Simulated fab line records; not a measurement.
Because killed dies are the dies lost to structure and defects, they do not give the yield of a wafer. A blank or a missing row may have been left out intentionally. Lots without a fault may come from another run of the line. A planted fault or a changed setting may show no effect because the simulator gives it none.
fab line records	flow nandHarc
record lots=24	wafers=72	lastDay=33
route steps=1302 shown P_GATE@200 P_M0@267 P_M1@301
lots that met no fault: from a run of the same line without faults
startH: hours from the record's first day to the start of the lot's first wafer shown	waitH: hours since the lot's step before	" same as the row above	L1.1+2: a row that stands for several wafers	- no value present, or no start provided	* or withheld: withheld	< > ~ a bound
route shown NAME@n: names a module that has steps shown in the file, with the first one's number in the route	usual: mean and standard deviation over wafers with no fault	same: alike in all rows	chamber/n: place in a boat	sites: readings site by site	_std_site: their standard deviation	_edge_site: outer sites' mean less inner sites'	radiusMm: for every site, how far away it sits from the centre of the wafer	mask NAME#n: copy n	behind: the most recent tool/chamber to have shaped the wafer	hold: reason for holding the lot/hours on hold/outcome of the hold	device: transistor that didn't switch, given as n, p or np	end of line: at the end of the route, the tests of the same wafers	for a step that has no rows: nothing shown but its recipe	killed: dies lost to structure and defects at the first sort, not the wafer's yield	map: the dies of a wafer, with x for killed, . for not killed, _ for no die there
set.NAME: the setting the step ran with; set.NAME@STEP: the setting that earlier step ran with	model.NAME: the simulator's own value behind a step, which no gauge read
steps of the route over a sample of lots; a table a step, a row a wafer
services: the hour from which a tool's chamber was out of use, counted from the record's first day as startH (under 0 if before that day), plus the number of hours and why
## steps
# step NHARC_P_GATE_CD_MEAS_91
# recipe targetCdNm=2000	landingEnergyEv=500
# usual cdNm=1999.4/2.2
lot.wafer	tool	chamber	startH	waitH	cdNm
L074.1	cdSem-01	0	118.72	-	2001.0
L074.5	"	0	"	"	1996.8
L074.6	"	0	"	"	1997.4
L075.1	cdSem-01	0	126.47	-	2001.0
L075.4	"	0	"	"	2000.3
L075.5	"	0	"	"	1996.4
L076.3	cdSem-03	0	132.01	-	1997.8
L076.4	"	0	"	"	2000.2
L076.6	"	0	"	"	1999.9
L077.4	cdSem-01	0	150.18	-	1997.9
L077.5	"	0	"	"	1998.7
L077.6	"	0	"	"	1998.0
L078.1	cdSem-02	0	152.26	-	1998.0
L078.3	"	0	"	"	2001.1
L078.6	"	0	"	"	2000.1
L079.3	cdSem-02	0	165.10	-	1998.3
L079.4	"	0	"	"	2000.0
L079.5	"	0	"	"	2000.8
L081.1	cdSem-02	0	181.20	-	1997.1
L081.4	"	0	"	"	2002.1
L081.6	"	0	"	"	1995.6
L080.3	cdSem-02	0	182.61	-	1994.7
L080.4	"	0	"	"	2000.7
L080.5	"	0	"	"	1998.1
L082.1	cdSem-01	0	193.94	-	2001.7
L082.3	"	0	"	"	2002.5
L082.5	"	0	"	"	2000.0
L083.1	cdSem-01	0	210.08	-	2002.4
L083.2	"	0	"	"	2003.2
L083.6	"	0	"	"	2000.2
L084.1	cdSem-02	0	218.50	-	2000.0
L084.5	"	0	"	"	2000.9
L084.6	"	0	"	"	2001.8
L085.3	cdSem-03	0	227.17	-	2000.6
L085.5	"	0	"	"	2000.5
L085.6	"	0	"	"	2000.5
L087.1	cdSem-02	0	238.19	-	1996.4
L087.5	"	0	"	"	1999.7
L087.6	"	0	"	"	1998.6
L086.2	cdSem-01	0	238.58	-	1999.5
L086.4	"	0	"	"	1995.6
L086.6	"	0	"	"	2000.8
L088.1	cdSem-02	0	258.78	-	1996.5
L088.3	"	0	"	"	2000.5
L088.6	"	0	"	"	1998.5
L089.2	cdSem-02	0	259.56	-	2001.4
L089.3	"	0	"	"	2000.2
L089.5	"	0	"	"	1998.2
L090.2	cdSem-03	0	274.43	-	2004.0
L090.3	"	0	"	"	2003.8
L090.4	"	0	"	"	2000.0
L091.2	cdSem-01	0	284.45	-	2000.4
L091.5	"	0	"	"	2001.5
L091.6	"	0	"	"	1997.8
L092.1	cdSem-02	0	289.90	-	1996.2
L092.2	"	0	"	"	1997.5
L092.5	"	0	"	"	1997.9
L093.2	cdSem-01	0	301.37	-	2000.2
L093.4	"	0	"	"	2004.8
L093.5	"	0	"	"	2000.0
L094.3	cdSem-01	0	308.38	-	1998.1
L094.4	"	0	"	"	1997.4
L094.6	"	0	"	"	1998.5
L095.3	cdSem-03	0	324.60	-	2002.1
L095.5	"	0	"	"	2000.5
L095.6	"	0	"	"	2001.1
L096.1	cdSem-01	0	332.83	-	1998.9
L096.2	"	0	"	"	1997.1
L096.5	"	0	"	"	1998.3
L097.3	cdSem-03	0	339.21	-	1999.6
L097.4	"	0	"	"	1995.3
L097.5	"	0	"	"	1999.0
# step NHARC_P_M0_ETCH_34
# recipe targetDepthA=400	overetchA=120	timeS=43.94	ionEnergyEv=200	n2FlowSccm=150	h2FlowSccm=150	arFlowSccm=0	rfW=400	biasW=150	chemistry=N2/H2
# usual drypumpMotorCurrentA=5.8/0.43	h2FlowSccm=149.9/0.45	oesProductAu=0.997/0.013	rfVppV=430.1/2.2	showerheadPlenumPTorr=2.03/0.074	throttleValvePct=14.172/0.0089
lot.wafer	tool	chamber	startH	waitH	drypumpMotorCurrentA	h2FlowSccm	oesProductAu	rfHoursCounterH	rfVppV	showerheadPlenumPTorr	throttleValvePct
L074.1	rieDiel-01	1	127.91	0.1	5.7	150.5	0.998	33	433.6	2.14	14.178
L074.5	"	3	"	"	6.3	149.6	0.982	-	427.1	1.94	14.173
L074.6	"	0	"	"	5.9	149.0	0.990	-	432.1	2.10	14.185
L075.4	rieDiel-01	0	135.61	0.1	5.9	149.4	0.973	39	431.9	2.10	14.164
L075.1	"	2	"	"	6.0	149.6	0.985	35	431.0	2.03	14.182
L075.5	"	1	"	"	5.7	150.2	0.996	-	432.4	2.14	14.188
L076.3	rieDiel-13	3	141.12	0.1	5.1	150.0	1.007	38	427.1	1.95	14.182
L076.4	"	0	"	"	6.0	150.0	0.994	35	433.0	2.13	14.163
L076.6	"	3	"	"	5.1	150.1	1.005	-	428.0	1.95	14.166
L077.4	rieDiel-06	3	159.28	0.1	5.9	149.7	0.973	4	429.8	2.03	14.177
L077.5	"	3	"	"	5.9	149.7	0.978	-	431.2	2.03	14.172
L077.6	"	0	"	"	6.1	150.1	1.000	-	428.1	1.96	14.180
L078.1	rieDiel-06	0	161.42	0.1	6.1	150.7	1.016	4	428.1	1.96	14.185
L078.3	"	2	"	"	5.8	149.8	0.993	3	428.0	1.97	14.154
L078.6	"	1	"	"	4.9	150.3	0.992	-	430.1	2.00	14.166
L079.3	rieDiel-01	0	174.27	0.1	5.9	149.8	1.005	54	430.8	2.09	14.177
L079.4	"	1	"	"	5.7	149.6	1.015	53	431.6	2.14	14.166
L079.5	"	0	"	"	5.9	149.4	0.997	-	432.6	2.09	14.164
L081.1	rieDiel-06	2	190.25	0.1	5.8	149.8	0.997	8	428.2	1.97	14.177
L081.4	"	0	"	"	6.1	149.9	1.001	9	429.2	1.96	14.158
L081.6	"	2	"	"	5.8	149.5	0.990	-	429.3	1.97	14.179
L080.3	rieDiel-06	1	191.62	0.1	4.9	150.1	0.990	9	428.7	2.00	14.166
L080.4	"	3	"	"	5.8	149.7	0.997	9	430.6	2.03	14.187
L080.5	"	0	"	"	6.1	150.4	1.007	-	428.3	1.96	14.186
L082.1	rieDiel-01	3	203.17	0.1	6.3	149.9	0.989	65	427.2	1.93	14.179
L082.3	"	0	"	"	5.9	149.7	0.986	64	431.9	2.09	14.162
L082.5	"	3	"	"	6.3	150.1	0.991	-	427.6	1.93	14.194
L083.1	rieDiel-06	2	219.48	0.1	5.8	149.8	0.995	13	429.5	1.97	14.183
L083.2	"	3	"	"	5.9	149.3	0.990	14	430.0	2.03	14.174
L083.6	"	1	"	"	4.9	150.0	0.979	-	428.0	2.00	14.174
L084.1	rieDiel-01	3	228.13	0.3	6.4	150.3	0.991	5	426.5	1.93	14.155
L084.6	"	3	"	"	6.4	149.9	0.980	-	428.6	1.93	14.169
L084.5	"	0	"	"	5.9	150.0	1.009	-	434.0	2.09	14.169
L085.3	rieDiel-06	3	236.59	0.1	5.9	150.5	0.987	18	430.6	2.03	14.176
L085.5	"	0	"	"	6.1	149.9	0.999	-	426.4	1.96	14.193
L085.6	"	1	"	"	4.9	149.3	0.989	-	429.1	2.00	14.157
L087.1	rieDiel-13	0	249.15	0.1	5.9	151.3	1.009	27	432.6	2.12	14.168
L087.6	"	0	"	"	5.9	150.5	0.997	-	433.0	2.12	14.179
L087.5	"	1	"	"	5.5	149.6	0.981	-	432.3	2.13	14.162
L086.2	rieDiel-06	2	249.43	0.1	5.8	150.3	0.991	17	428.0	1.96	14.176
L086.4	"	3	"	"	5.9	149.2	0.971	19	429.4	2.03	14.170
L086.6	"	1	"	"	4.8	149.2	0.992	-	429.6	2.00	14.157
L088.1	rieDiel-06	3	268.01	0.1	5.9	149.8	0.977	24	429.7	2.02	14.181
L088.3	"	0	"	"	6.1	150.3	0.995	25	428.9	1.95	14.167
L088.6	"	3	"	"	5.9	149.8	0.979	-	429.7	2.02	14.170
L089.2	rieDiel-06	2	268.69	0.1	5.9	150.0	1.002	22	428.8	1.96	14.177
L089.3	"	3	"	"	5.9	149.4	0.978	24	430.3	2.02	14.168
L089.5	"	1	"	"	4.8	149.3	0.993	-	430.3	2.00	14.165
L090.4	rieDiel-13	1	283.46	0.1	5.6	149.4	0.994	37	434.6	2.13	14.160
L090.2	"	2	"	"	6.0	150.4	1.027	38	434.9	2.18	14.167
L090.3	"	3	"	"	5.1	149.9	0.990	39	427.7	1.93	14.168
L091.2	rieDiel-01	2	293.66	0.1	5.9	150.2	1.019	28	430.1	2.01	14.183
L091.5	"	1	"	"	5.6	149.7	1.008	-	432.4	2.12	14.158
L091.6	"	2	"	"	5.9	150.1	1.012	-	430.4	2.01	14.181
L092.2	rieDiel-06	0	298.97	0.1	6.1	150.0	1.007	29	428.0	1.95	14.166
L092.1	"	1	"	"	4.9	150.1	0.990	28	429.7	2.00	14.170
L092.5	"	1	"	"	4.9	149.7	0.992	-	428.7	2.00	14.173
L093.4	rieDiel-01	1	310.43	0.1	5.6	150.2	1.015	34	432.6	2.12	14.161
L093.2	"	3	"	"	6.3	149.9	1.000	33	428.7	1.92	14.166
L093.5	"	0	"	"	5.9	150.4	1.003	-	431.7	2.08	14.158
L094.4	rieDiel-01	0	318.29	0.1	5.9	150.5	1.006	30	430.7	2.08	14.164
L094.3	"	3	"	"	6.3	150.3	0.995	35	428.2	1.92	14.166
L094.6	"	0	"	"	5.9	150.6	0.995	-	430.3	2.08	14.184
L095.3	rieDiel-13	1	333.78	0.1	5.6	150.1	1.003	54	432.7	2.12	14.169
L095.6	"	2	"	"	6.1	149.7	1.017	-	434.7	2.18	14.162
L095.5	"	3	"	"	5.1	150.0	0.999	-	427.1	1.93	14.181
L096.1	rieDiel-01	2	342.21	0.1	5.9	149.6	1.023	43	427.8	2.01	14.172
L096.2	"	3	"	"	6.3	150.4	1.006	41	425.4	1.92	14.180
L096.5	"	1	"	"	5.7	149.3	1.033	-	432.9	2.12	14.167
L097.4	rieDiel-06	3	348.48	0.1	5.9	149.5	0.984	-	430.2	2.02	14.177
L097.3	"	0	"	"	6.1	150.6	0.992	-	426.8	1.95	14.173
L097.5	"	3	"	"	5.9	150.1	0.987	-	430.3	2.02	14.174
# step NHARC_P_M0_INSPECT_27
# usual rawDefectCount=290/120
lot.wafer	tool	chamber	startH	waitH	rawDefectCount
L074.1	defectInspect-01	-	130.29	0.0	395
L074.5	"	-	"	"	906
L074.6	"	-	"	"	329
L075.1	defectInspect-02	-	138.00	0.0	345
L075.4	"	-	"	"	437
L075.5	"	-	"	"	239
L076.3	defectInspect-02	-	143.56	0.0	386
L076.4	"	-	"	"	283
L076.6	"	-	"	"	190
L077.4	defectInspect-01	-	161.98	0.0	216
L077.5	"	-	"	"	125
L077.6	"	-	"	"	305
L078.1	defectInspect-02	-	163.91	0.0	174
L078.3	"	-	"	"	249
L078.6	"	-	"	"	342
L079.3	defectInspect-01	-	176.84	0.0	261
L079.4	"	-	"	"	193
L079.5	"	-	"	"	192
L081.1	defectInspect-01	-	192.62	0.0	204
L081.4	"	-	"	"	343
L081.6	"	-	"	"	111
L080.3	defectInspect-02	-	194.05	0.0	211
L080.4	"	-	"	"	250
L080.5	"	-	"	"	256
L082.1	defectInspect-02	-	205.55	0.0	440
L082.3	"	-	"	"	401
L082.5	"	-	"	"	306
L083.1	defectInspect-01	-	222.15	0.0	191
L083.2	"	-	"	"	229
L083.6	"	-	"	"	251
L084.1	defectInspect-02	-	230.56	0.0	148
L084.5	"	-	"	"	360
L084.6	"	-	"	"	149
L085.3	defectInspect-01	-	243.15	0.0	207
L085.5	"	-	"	"	253
L085.6	"	-	"	"	167
L087.1	defectInspect-01	-	251.55	0.0	316
L087.5	"	-	"	"	457
L087.6	"	-	"	"	369
L086.2	defectInspect-02	-	252.61	0.0	243
L086.4	"	-	"	"	262
L086.6	"	-	"	"	273
L088.1	defectInspect-02	-	270.48	0.0	314
L088.3	"	-	"	"	241
L088.6	"	-	"	"	262
L089.2	defectInspect-02	-	271.72	0.0	195
L089.3	"	-	"	"	229
L089.5	"	-	"	"	166
L090.2	defectInspect-02	-	285.90	0.0	192
L090.3	"	-	"	"	154
L090.4	"	-	"	"	143
L091.2	defectInspect-02	-	296.24	0.0	796
L091.5	"	-	"	"	358
L091.6	"	-	"	"	436
L092.1	defectInspect-02	-	301.35	0.0	476
L092.2	"	-	"	"	704
L092.5	"	-	"	"	468
L093.2	defectInspect-02	-	313.03	0.0	130
L093.4	"	-	"	"	152
L093.5	"	-	"	"	160
L094.3	defectInspect-01	-	320.68	0.0	277
L094.4	"	-	"	"	210
L094.6	"	-	"	"	158
L095.3	defectInspect-02	-	336.20	0.0	202
L095.5	"	-	"	"	333
L095.6	"	-	"	"	300
L096.1	defectInspect-01	-	344.82	0.0	453
L096.2	"	-	"	"	258
L096.5	"	-	"	"	234
L097.3	defectInspect-01	-	351.08	0.0	340
L097.4	"	-	"	"	464
L097.5	"	-	"	"	390
# step NHARC_P_M1_CD_MEAS_16
# usual cdNm=129.7/0.9
lot.wafer	tool	chamber	startH	waitH	cdNm
L074.1	cdSem-03	-	132.62	-	130.8
L074.5	"	-	"	"	129.2
L074.6	"	-	"	"	131.6
L075.1	cdSem-02	-	139.91	-	129.2
L075.4	"	-	"	"	129.1
L075.5	"	-	"	"	129.7
L076.3	cdSem-01	-	145.33	-	129.8
L076.4	"	-	"	"	128.1
L076.6	"	-	"	"	130.5
L077.4	cdSem-01	-	163.86	-	130.3
L077.5	"	-	"	"	129.4
L077.6	"	-	"	"	130.1
L078.1	cdSem-02	-	165.77	-	131.6
L078.3	"	-	"	"	129.3
L078.6	"	-	"	"	130.0
L079.3	cdSem-02	-	178.72	-	127.9
L079.4	"	-	"	"	128.7
L079.5	"	-	"	"	130.2
L081.1	cdSem-01	-	194.41	-	129.3
L081.4	"	-	"	"	128.4
L081.6	"	-	"	"	129.6
L080.3	cdSem-02	-	195.82	-	129.6
L080.4	"	-	"	"	129.3
L080.5	"	-	"	"	129.5
L082.1	cdSem-01	-	207.65	-	129.9
L082.3	"	-	"	"	129.2
L082.5	"	-	"	"	130.1
L083.1	cdSem-01	-	224.04	-	129.3
L083.2	"	-	"	"	130.6
L083.6	"	-	"	"	130.4
L084.1	cdSem-03	-	232.35	-	129.3
L084.5	"	-	"	"	129.8
L084.6	"	-	"	"	130.2
L085.3	cdSem-03	-	245.17	-	130.0
L085.5	"	-	"	"	129.6
L085.6	"	-	"	"	129.3
L087.1	cdSem-03	-	253.45	-	130.0
L087.5	"	-	"	"	130.3
L087.6	"	-	"	"	128.0
L086.2	cdSem-02	-	254.36	-	129.2
L086.4	"	-	"	"	129.9
L086.6	"	-	"	"	129.4
L088.1	cdSem-03	-	272.54	-	129.7
L088.3	"	-	"	"	130.6
L088.6	"	-	"	"	128.8
L089.2	cdSem-02	-	273.58	-	129.7
L089.3	"	-	"	"	130.3
L089.5	"	-	"	"	130.4
L090.2	cdSem-03	-	287.71	-	129.1
L090.3	"	-	"	"	130.0
L090.4	"	-	"	"	129.3
L091.2	cdSem-01	-	298.13	-	130.1
L091.5	"	-	"	"	130.8
L091.6	"	-	"	"	128.4
L092.1	cdSem-03	-	303.23	-	130.2
L092.2	"	-	"	"	129.3
L092.5	"	-	"	"	130.3
L093.2	cdSem-01	-	315.04	-	129.9
L093.4	"	-	"	"	129.2
L093.5	"	-	"	"	129.2
L094.3	cdSem-02	-	322.73	-	128.5
L094.4	"	-	"	"	129.7
L094.6	"	-	"	"	128.6
L095.3	cdSem-01	-	338.06	-	128.5
L095.5	"	-	"	"	128.1
L095.6	"	-	"	"	130.1
L096.1	cdSem-02	-	346.70	-	130.0
L096.2	"	-	"	"	129.1
L096.5	"	-	"	"	128.2
L097.3	cdSem-02	-	352.97	-	129.5
L097.4	"	-	"	"	129.7
L097.5	"	-	"	"	130.6
# step NHARC_P_M1_PRE_CLEAN_30
# recipe timeS=30	tempC=280	gas=H2/He
# usual heaterPowerW=382/20
lot.wafer	tool	chamber	startH	waitH	heaterPowerW
L074.1	pvdSputter-01	-	-	-	395
L074.5	"	-	"	"	443
L074.6	"	-	"	"	391
L075.4	pvdSputter-02	-	-	-	367
L075.1	"	-	"	"	380
L075.5	"	-	"	"	356
L076.3	pvdSputter-02	-	-	-	381
L076.4	"	-	"	"	383
L076.6	"	-	"	"	392
L077.4	pvdSputter-02	-	-	-	372
L077.6	"	-	"	"	374
L077.5	"	-	"	"	373
L078.3	pvdSputter-02	-	-	-	376
L078.1	"	-	"	"	386
L078.6	"	-	"	"	373
L079.3	pvdSputter-01	-	-	-	385
L079.4	"	-	"	"	387
L079.5	"	-	"	"	358
L081.4	pvdSputter-02	-	-	-	365
L081.1	"	-	"	"	383
L081.6	"	-	"	"	375
L080.3	pvdSputter-02	-	-	-	376
L080.4	"	-	"	"	364
L080.5	"	-	"	"	368
L082.3	pvdSputter-03	-	-	-	369
L082.1	"	-	"	"	476
L082.5	"	-	"	"	392
L083.1	pvdSputter-02	-	-	-	368
L083.2	"	-	"	"	379
L083.6	"	-	"	"	374
L084.1	pvdSputter-02	-	-	-	374
L084.5	"	-	"	"	365
L084.6	"	-	"	"	372
L085.3	pvdSputter-02	-	-	-	371
L085.6	"	-	"	"	381
L085.5	"	-	"	"	356
L087.1	pvdSputter-02	-	-	-	361
L087.5	"	-	"	"	387
L087.6	"	-	"	"	382
L086.2	pvdSputter-02	-	-	-	373
L086.4	"	-	"	"	388
L086.6	"	-	"	"	384
L088.3	pvdSputter-02	-	-	-	375
L088.1	"	-	"	"	385
L088.6	"	-	"	"	375
L089.2	pvdSputter-02	-	-	-	383
L089.3	"	-	"	"	385
L089.5	"	-	"	"	372
L090.2	pvdSputter-01	-	-	-	392
L090.4	"	-	"	"	401
L090.3	"	-	"	"	362
L091.2	pvdSputter-01	-	-	-	390
L091.5	"	-	"	"	356
L091.6	"	-	"	"	428
L092.1	pvdSputter-02	-	-	-	387
L092.2	"	-	"	"	377
L092.5	"	-	"	"	380
L093.2	pvdSputter-02	-	-	-	370
L093.4	"	-	"	"	404
L093.5	"	-	"	"	381
L094.4	pvdSputter-02	-	-	-	400
L094.3	"	-	"	"	385
L094.6	"	-	"	"	404
L095.3	pvdSputter-02	-	-	-	380
L095.5	"	-	"	"	381
L095.6	"	-	"	"	376
L096.2	pvdSputter-01	-	-	-	398
L096.1	"	-	"	"	352
L096.5	"	-	"	"	388
L097.3	pvdSputter-01	-	-	-	420
L097.4	"	-	"	"	395
L097.5	"	-	"	"	353
# step NHARC_P_M1_PVD_21
# recipe targetThkA=300	chamberPressurePa=5	powerW=5000	substrateTempC=30	timeS=20.49	material=Cu
# usual substrateTempC=30.00/0.12	throttleValvePct=29.7/0.99
lot.wafer	tool	chamber	startH	waitH	substrateTempC	throttleValvePct
L074.1	pvdSputter-01	-	-	-	29.99	30.4
L074.6	"	-	"	"	29.95	30.6
L074.5	"	-	"	"	30.05	31.8
L075.1	pvdSputter-02	-	-	-	30.03	30.4
L075.4	"	-	"	"	29.85	29.0
L075.5	"	-	"	"	29.99	29.0
L076.4	pvdSputter-02	-	-	-	29.92	29.2
L076.3	"	-	"	"	30.02	29.1
L076.6	"	-	"	"	29.95	28.9
L077.4	pvdSputter-02	-	-	-	29.89	28.7
L077.5	"	-	"	"	29.94	28.8
L077.6	"	-	"	"	29.95	30.6
L078.1	pvdSputter-02	-	-	-	30.23	28.9
L078.3	"	-	"	"	30.01	30.1
L078.6	"	-	"	"	30.02	29.5
L079.4	pvdSputter-01	-	-	-	29.98	31.9
L079.3	"	-	"	"	29.82	28.9
L079.5	"	-	"	"	29.97	30.3
L081.1	pvdSputter-02	-	-	-	30.22	28.7
L081.4	"	-	"	"	30.18	28.8
L081.6	"	-	"	"	30.02	29.6
L080.4	pvdSputter-02	-	-	-	30.09	30.3
L080.3	"	-	"	"	29.77	29.7
L080.5	"	-	"	"	29.91	30.4
L082.3	pvdSputter-03	-	-	-	29.96	30.3
L082.1	"	-	"	"	30.09	31.0
L082.5	"	-	"	"	29.98	29.1
L083.1	pvdSputter-02	-	-	-	30.21	29.7
L083.2	"	-	"	"	29.97	30.6
L083.6	"	-	"	"	29.93	28.7
L084.1	pvdSputter-02	-	-	-	29.78	29.1
L084.5	"	-	"	"	30.04	29.1
L084.6	"	-	"	"	30.22	30.3
L085.3	pvdSputter-02	-	-	-	29.97	30.6
L085.5	"	-	"	"	29.91	29.1
L085.6	"	-	"	"	30.01	30.5
L087.1	pvdSputter-02	-	-	-	29.79	28.8
L087.5	"	-	"	"	29.98	30.3
L087.6	"	-	"	"	30.03	28.9
L086.4	pvdSputter-02	-	-	-	30.08	30.4
L086.2	"	-	"	"	29.94	28.8
L086.6	"	-	"	"	30.25	29.0
L088.1	pvdSputter-02	-	-	-	29.92	28.7
L088.3	"	-	"	"	30.05	30.6
L088.6	"	-	"	"	30.02	28.8
L089.2	pvdSputter-02	-	-	-	29.93	28.8
L089.3	"	-	"	"	30.06	30.5
L089.5	"	-	"	"	29.86	28.8
L090.4	pvdSputter-01	-	-	-	30.11	29.3
L090.3	"	-	"	"	29.90	28.6
L090.2	"	-	"	"	29.97	30.3
L091.2	pvdSputter-01	-	-	-	30.15	32.4
L091.5	"	-	"	"	30.04	30.4
L091.6	"	-	"	"	30.18	32.4
L092.2	pvdSputter-02	-	-	-	30.12	28.1
L092.1	"	-	"	"	29.91	29.7
L092.5	"	-	"	"	29.97	28.5
L093.4	pvdSputter-02	-	-	-	29.93	30.9
L093.2	"	-	"	"	30.09	28.6
L093.5	"	-	"	"	29.99	30.5
L094.4	pvdSputter-02	-	-	-	30.01	30.8
L094.3	"	-	"	"	29.94	29.3
L094.6	"	-	"	"	29.85	29.9
L095.3	pvdSputter-02	-	-	-	30.10	28.7
L095.6	"	-	"	"	29.92	28.9
L095.5	"	-	"	"	29.96	29.6
L096.1	pvdSputter-01	-	-	-	30.00	28.6
L096.2	"	-	"	"	30.05	30.2
L096.5	"	-	"	"	29.99	32.5
L097.4	pvdSputter-01	-	-	-	30.04	30.4
L097.3	"	-	"	"	30.14	32.3
L097.5	"	-	"	"	29.90	28.7
## services
tool	chamber	startH	hours	kind
pvdSputter-02	-	104.00	10.0	pm
rieDiel-06	-	130.20	9.0	pm
rieDiel-01	1	150.19	2.9	repair
rieDiel-13	-	165.97	9.0	pm
rieDiel-01	-	168.19	0.2	repair
pvdSputter-03	-	170.00	10.0	pm
rieDiel-06	-	183.51	0.5	repair
pvdSputter-01	-	195.98	1.2	repair
rieDiel-01	-	203.82	9.0	pm
pvdSputter-01	-	217.55	24.7	repair
rieDiel-01	0	232.95	9.6	repair
pvdSputter-02	-	234.56	4.7	repair
pvdSputter-01	-	242.28	10.0	pm
pvdSputter-01	-	259.55	15.2	repair
rieDiel-13	1	268.90	7.9	repair
pvdSputter-02	-	275.98	0.7	repair
pvdSputter-02	-	282.00	10.0	pm
rieDiel-13	0	292.49	14.5	repair
rieDiel-13	3	293.80	16.0	repair
rieDiel-13	-	298.38	0.2	repair
rieDiel-06	-	307.20	9.0	pm
rieDiel-06	-	320.03	0.2	repair
rieDiel-13	-	343.02	9.0	pm
rieDiel-06	1	346.70	11.3	repair
## key
fault none
